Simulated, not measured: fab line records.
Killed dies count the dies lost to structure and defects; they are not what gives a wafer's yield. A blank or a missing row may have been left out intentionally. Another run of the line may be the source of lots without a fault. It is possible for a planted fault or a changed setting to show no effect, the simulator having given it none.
Split-lot study | flow n5-finfet | route with 1938 steps; 7 lots, 21 wafers read

SPLIT DETAILS
At N5_BEOL_M6_COAT_22 (resist thk 30 nm), the setting spin-rpm was moved away from the recipe's 1500 rpm on 7 of the 21 wafers read, by -8.7% to +10.3%. This setting was run at the recipe's value on the other wafers.

The reading comes from the split's own step.

THE READING
CAR-EUV_of_BEOL_M6_COAT_22.thk-nm (the simulator's own value, which no gauge read), in nm, at N5_BEOL_M6_COAT_22 (resist thk 30 nm). No usual value for it is given in the file. The 14 wafers here that ran the recipe average 30.0 nm, standard deviation 0.052 nm.

wafer  | tool, chamber at the split | spin-rpm as run, rpm | against the recipe | CAR-EUV_of_BEOL_M6_COAT_22.thk-nm, nm | against lot-mates on the recipe
L075.1 | litho-track-02, 0          | 1500                 | recipe             | 30                                    | -
L075.2 | litho-track-02, 0          | 1500                 | recipe             | 30                                    | -
L075.5 | litho-track-02, 0          | 1500                 | recipe             | 30                                    | -
L080.1 | litho-track-04, 0          | 1369                 | -8.7%              | 31.4                                  | +1.4
L080.3 | litho-track-04, 0          | 1500                 | recipe             | 30                                    | -
L080.4 | litho-track-04, 0          | 1500                 | recipe             | 30                                    | -
L086.2 | litho-track-02, 0          | 1500                 | recipe             | 30                                    | -
L086.3 | litho-track-02, 0          | 1387                 | -7.5%              | 31.2                                  | +1.2
L086.4 | litho-track-02, 0          | 1387                 | -7.5%              | 31.2                                  | +1.2
L087.1 | litho-track-04, 0          | 1500                 | recipe             | 30                                    | -
L087.5 | litho-track-04, 0          | 1500                 | recipe             | 30                                    | -
L087.3 | litho-track-04, 0          | 1500                 | recipe             | 29.8                                  | -
L093.1 | litho-track-01, 0          | 1654                 | +10.3%             | 28.6                                  | -1.4
L093.4 | litho-track-01, 0          | 1654                 | +10.3%             | 28.6                                  | -1.4
L093.6 | litho-track-01, 0          | 1500                 | recipe             | 30                                    | -
L095.1 | litho-track-02, 0          | 1500                 | recipe             | 30                                    | -
L095.6 | litho-track-02, 0          | 1500                 | recipe             | 30                                    | -
L095.4 | litho-track-02, 0          | 1557                 | +3.8%              | 29.4                                  | -0.6
L097.1 | litho-track-02, 0          | 1500                 | recipe             | 30                                    | -
L097.5 | litho-track-02, 0          | 1500                 | recipe             | 30                                    | -
L097.4 | litho-track-02, 0          | 1555                 | +3.7%              | 29.4                                  | -0.6

THE FIT
A straight line over all 21 wafers: CAR-EUV_of_BEOL_M6_COAT_22.thk-nm changes by -0.148 nm for each +1% of spin-rpm; r = -0.99; the points scatter about the line by 0.071 nm.
The same after taking each lot's own level away (the mean of its wafers on the recipe; 21 wafers): -0.148 nm for each +1%; r = -1.00; scatter 0.064 nm.
That fit puts the effect of the largest move of spin-rpm on the reading at 1.5 nm.
Across the lots, their own levels run from 29.93 to 30.00 nm, a range of 1.3 times the standard deviation given above.
The two slopes are in agreement: the lot-to-lot level therefore moves the slope only a little.
Check: -1.55 nm against its lot-mates is what the line predicts for one of the wafers moved furthest among these (+10.3%) when that wafer is left out of the fit. Against them it came out at -1.4 nm.

OTHER SPLITS APPLIED TO THESE WAFERS
These wafers also went through other splits before the reading. Each is held against what the fit with the lots' levels taken away leaves over:
other split on the same wafers    | wafers away from the commonest value | r with CAR-EUV_of_BEOL_M6_COAT_22.thk-nm (lot level and that fit taken away)
N5_BEOL_M4_DESCUM_16 time-s       | 7                                    | +0.09
N5_BEOL_M4_ETCH_64 time-s         | 9                                    | -0.39
N5_BEOL_M5_HM_DEP_02 target-thk-a | 8                                    | -0.31
N5_BEOL_M5_COAT_60 spin-rpm       | 5                                    | -0.36
N5_BEOL_M6_ETCH_62 time-s         | 5                                    | -0.17

FILE'S OWN FIT
CAR-EUV_of_BEOL_M6_COAT_22.thk-nm changes by -0.151 nm for each +1% of spin-rpm, r = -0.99.
